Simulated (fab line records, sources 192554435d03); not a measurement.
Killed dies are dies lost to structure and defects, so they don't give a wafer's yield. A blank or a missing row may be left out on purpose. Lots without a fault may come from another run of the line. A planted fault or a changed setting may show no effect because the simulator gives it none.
Which tool did it? | flow n5_finfet | 24 lots, 72 wafers sampled, at 3 steps of a route of 1938

WHAT THE GAUGES READ, wafer by wafer
N5_BEOL_M10_CD_MEAS_11: target cd 64.1 nm.
lot  | measured     | on        | cd_nm (nm)
L074 | day 11 03:29 | cd_sem-03 | 64.5 64.1 63.9
L075 | day 11 03:44 | cd_sem-01 | 64.5 63.9 63.2
L078 | day 13 03:34 | cd_sem-01 | 64.3 64.2 64.6
L077 | day 13 07:59 | cd_sem-01 | 64.9 64.9 64.4
L080 | day 14 03:27 | cd_sem-03 | 64.2 64.1 64.5
L079 | day 14 03:43 | cd_sem-01 | 64.7 64.0 64.5
L081 | day 14 11:14 | cd_sem-02 | 63.5 64.6 64.2
L082 | day 14 18:07 | cd_sem-03 | 64.1 63.8 64.4
L083 | day 15 03:20 | cd_sem-03 | 64.3 63.8 64.4
L085 | day 15 17:19 | cd_sem-03 | 64.2 64.6 64.2
L084 | day 15 17:50 | cd_sem-02 | 63.6 64.1 64.4
L087 | day 15 18:06 | cd_sem-03 | 64.8 64.8 65.1
L086 | day 15 18:17 | cd_sem-01 | 63.8 64.5 64.3
L076 | day 16 01:41 | cd_sem-02 | 63.8 63.5 64.2
L089 | day 16 01:45 | cd_sem-01 | 64.0 64.6 63.5
L090 | day 16 09:52 | cd_sem-02 | 63.8 64.5 63.8
L091 | day 17 00:31 | cd_sem-02 | 64.4 64.8 64.1
L088 | day 17 04:28 | cd_sem-03 | 63.8 64.5 64.4
L092 | day 17 04:45 | cd_sem-03 | 63.6 63.9 64.2
L094 | day 17 09:39 | cd_sem-02 | 64.4 63.7 63.9
L093 | day 17 10:01 | cd_sem-03 | 63.9 63.9 63.9
L095 | day 17 11:24 | cd_sem-01 | 64.0 63.7 63.2
L096 | day 17 16:40 | cd_sem-02 | 63.2 63.6 64.0
L097 | day 17 20:33 | cd_sem-01 | 64.2 64.0 64.5

N5_BEOL_M11_THK_MEAS_01.
lot  | measured     | on            | M11_ILD_THK (nm)
L074 | day 11 10:46 | film_metro-01 | 264 271 271
L075 | day 11 11:09 | film_metro-02 | 266 262 266
L078 | day 13 10:35 | film_metro-01 | 261 262 264
L077 | day 13 13:46 | film_metro-01 | 270 264 268
L080 | day 14 08:44 | film_metro-02 | 264 273 269
L079 | day 14 11:05 | film_metro-02 | 267 269 275
L081 | day 14 16:30 | film_metro-02 | 264 263 264
L082 | day 15 01:23 | film_metro-01 | 260 265 265
L083 | day 15 09:44 | film_metro-02 | 264 265 267
L085 | day 15 23:31 | film_metro-01 | 270 268 271
L084 | day 16 00:21 | film_metro-01 | 262 265 269
L087 | day 16 00:58 | film_metro-01 | 265 268 272
L086 | day 16 01:43 | film_metro-02 | 267 271 268
L076 | day 16 08:41 | film_metro-02 | 263 270 269
L089 | day 16 08:09 | film_metro-01 | 264 259 267
L090 | day 16 18:11 | film_metro-01 | 267 270 270
L091 | day 17 08:08 | film_metro-01 | 264 268 264
L088 | day 17 10:44 | film_metro-02 | 260 264 267
L092 | day 17 10:52 | film_metro-01 | 264 264 270
L094 | day 17 21:10 | film_metro-01 | 264 262 266
L093 | day 17 21:32 | film_metro-01 | 263 265 265
L095 | day 17 19:05 | film_metro-01 | 265 269 268
L096 | day 17 22:53 | film_metro-02 | 262 270 267
L097 | day 18 02:55 | film_metro-02 | 261 265 266

WHICH TOOL RAN EACH LOT (tool, then ch and the chambers of the sampled wafers, then the start)
lot  | N5_BEOL_M10_STRIP_36
L074 | rie_diel-05 ch 0,1,2, day 11 06:16
L075 | rie_diel-03 ch 0,1, day 11 06:26
L078 | rie_diel-01 ch 0,1,3, day 13 07:15
L077 | rie_diel-03 ch 1,2,3, day 13 09:21
L080 | rie_diel-01 ch 0,2,3, day 14 04:56
L079 | rie_diel-03 ch 0,1,3, day 14 07:31
L081 | rie_diel-05 ch 0,1,2, day 14 13:16
L082 | rie_diel-05 ch 0,2,3, day 14 20:46
L083 | rie_diel-03 ch 0,3, day 15 06:35
L085 | rie_diel-01 ch 2,3, day 15 19:49
L084 | rie_diel-03 ch 0,1,2, day 15 20:31
L087 | rie_diel-05 ch 1,2,3, day 15 20:53
L086 | rie_diel-03 ch 0,1,2, day 15 21:19
L076 | rie_diel-03 ch 0,2, day 16 04:35
L089 | rie_diel-01 ch 0,2,3, day 16 04:33
L090 | rie_diel-01 ch 0,1,3, day 16 14:19
L091 | rie_diel-03 ch 0,1, day 17 03:56
L088 | rie_diel-01 ch 0,1,2, day 17 06:31
L092 | rie_diel-05 ch 1,2,3, day 17 06:42
L094 | rie_diel-05 ch 0,2, day 17 16:16
L093 | rie_diel-03 ch 0,1, day 17 16:31
L095 | rie_diel-05 ch 1,2, day 17 15:48
L096 | rie_diel-03 ch 1,2, day 17 19:47
L097 | rie_diel-01 ch 2,3, day 17 22:51
- N5_BEOL_M10_STRIP_36: strips in N2/H2.

WHAT THE TOOLS THEMSELVES READ (means of the sampled wafers that have a number; where no wafer has one, the mark that the record gives instead)
N5_BEOL_M10_STRIP_36.
lot  | tool        | drypump_motor_current_A (A) | n2_flow_sccm (sccm) | oes_product_au (a.u.) | rf_vpp_V (V) | showerhead_plenum_p_Torr (Torr) | throttle_valve_pct (%)
L074 | rie_diel-05 | 5.7                         | 200.1               | 0.82                  | 57.9         | 2.55                            | 23.55
L075 | rie_diel-03 | 6.1                         | 199.8               | 0.81                  | 58.1         | 2.50                            | 23.81
L078 | rie_diel-01 | 5.9                         | 200.0               | 0.76                  | 61.3         | 2.40                            | 23.38
L077 | rie_diel-03 | 6.3                         | 200.4               | 0.85                  | 58.7         | 2.58                            | 23.64
L080 | rie_diel-01 | 5.6                         | 199.7               | 0.72                  | 59.3         | 2.44                            | 23.48
L079 | rie_diel-03 | 6.0                         | 199.6               | 0.83                  | 59.1         | 2.54                            | 23.77
L081 | rie_diel-05 | 5.7                         | 199.7               | 0.80                  | 59.1         | 2.55                            | 23.58
L082 | rie_diel-05 | 5.5                         | 199.8               | 0.77                  | 59.8         | 2.54                            | 23.51
L083 | rie_diel-03 | 5.9                         | 200.1               | 0.82                  | 60.3         | 2.50                            | 24.02
L085 | rie_diel-01 | 5.4                         | 200.3               | 0.89                  | 58.3         | 2.50                            | 23.45
L084 | rie_diel-03 | 6.4                         | 200.1               | 0.79                  | 59.5         | 2.53                            | 23.73
L087 | rie_diel-05 | 5.8                         | 199.9               | 0.80                  | 59.0         | 2.51                            | 23.42
L086 | rie_diel-03 | 6.4                         | 199.9               | 0.79                  | 58.1         | 2.52                            | 23.72
L076 | rie_diel-03 | 6.2                         | 200.2               | 0.78                  | 58.4         | 2.48                            | 23.94
L089 | rie_diel-01 | 5.6                         | 200.1               | 0.79                  | 59.1         | 2.43                            | 23.47
L090 | rie_diel-01 | 5.9                         | 199.4               | 0.73                  | 59.8         | 2.39                            | 23.42
L091 | rie_diel-03 | 6.2                         | 200.0               | 0.77                  | 57.0         | 2.49                            | 23.87
L088 | rie_diel-01 | 6.0                         | 199.8               | 0.79                  | 58.7         | 2.49                            | 23.59
L092 | rie_diel-05 | 5.8                         | 199.8               | 0.86                  | 60.1         | 2.50                            | 23.33
L094 | rie_diel-05 | 5.4                         | 199.5               | 0.84                  | 60.4         | 2.57                            | 23.60
L093 | rie_diel-03 | 6.2                         | 199.9               | 0.77                  | 59.2         | 2.48                            | 23.89
L095 | rie_diel-05 | 5.8                         | 200.0               | 0.91                  | 59.4         | 2.56                            | 23.46
L096 | rie_diel-03 | 6.6                         | 199.4               | 0.78                  | 59.8         | 2.55                            | 23.58
L097 | rie_diel-01 | 5.3                         | 200.2               | 0.84                  | 59.1         | 2.49                            | 23.49

THE ANSWER, worked out from the rows above alone
Rule: what is usual is taken from the lots themselves. Put in order of their means at a reading, lots are off if they are a third of the lots or fewer, leave a main group of 4 or more, and stand apart from it by a gap of 3 or more times the standard deviation of the main group's means; of several such gaps the widest counts. A main group whose means are all the same, to the digits that the tables above print for the reading, isn't used. A lot without any number at a reading at which 4 lots or more have one is off too. The other lots that the step has rows for count as sound. The gauges are gone through in route order, then the tools' own readings, and for those a lot's mean is taken as printed above. The first step at which some lot is off is used, and at that step the reading that is off furthest; a lot without a number counts as furthest.
No lot is off at any reading shown: from this, nothing can be told.

WHAT THE SIMULATOR HAD PUT IN
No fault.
